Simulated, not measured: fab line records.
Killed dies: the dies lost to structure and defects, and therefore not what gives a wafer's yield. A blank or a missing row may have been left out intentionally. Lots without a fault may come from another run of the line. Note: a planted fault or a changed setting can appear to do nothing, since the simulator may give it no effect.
Which of the tools did it?    flow n5-finfet    12 lots (36 wafers sampled), 1 step of a 1938-step route

## WHAT EACH GAUGE READ, for each wafer
N5_BEOL_M14_RS_MEAS_54: uses a four-point probe to measure.
lot   measured      on             M14_RS (ohm/sq)
L075  day 12 08:53  film-metro-01  0.0331 0.0336 0.0334
L079  day 12 11:34  film-metro-02  0.0338 0.0339 0.0339
L078  day 12 20:19  film-metro-02  0.0323 0.0320 0.0333
L081  day 13 12:04  film-metro-01  0.0334 0.0324 0.0336
L083  day 14 00:26  film-metro-01  0.0339 0.0327 0.0338
L086  day 14 14:46  film-metro-01  0.0341 0.0338 0.0324
L088  day 14 23:09  film-metro-01  0.0322 0.0324 0.0323
L090  day 15 16:05  film-metro-01  0.0340 0.0327 0.0326
L092  day 16 02:23  film-metro-01  0.0340 0.0333 0.0341
L093  day 16 10:39  film-metro-01  0.0338 0.0333 0.0342
L096  day 17 10:40  film-metro-01  0.0329 0.0335 0.0325
L097  day 17 14:45  film-metro-01  0.0336 0.0327 0.0326

## WHAT TOOL EACH LOT RAN ON (gives the tool, then ch and the chambers of the sampled wafers, and finally the start)
The record shows no process step preceding these readings.

## THE ANSWER, worked out from the rows above alone
Rule: what is usual is taken from the lots themselves. Put in order of their means at a reading, lots are off if they are a third of the lots or fewer, leave a main group of 4 or more, and stand apart from it by a gap of 3 or more times the standard deviation of the main group's means; of several such gaps the widest counts. If all means in a main group match to the digits the tables above print for the reading, that group is not used. Also off: a lot with no number at a reading for which 4 or more lots have one. All remaining lots with rows at the step are treated as sound.
None of the lots is off at any reading shown; this tells nothing.

## WHAT THE SIMULATOR PUT IN
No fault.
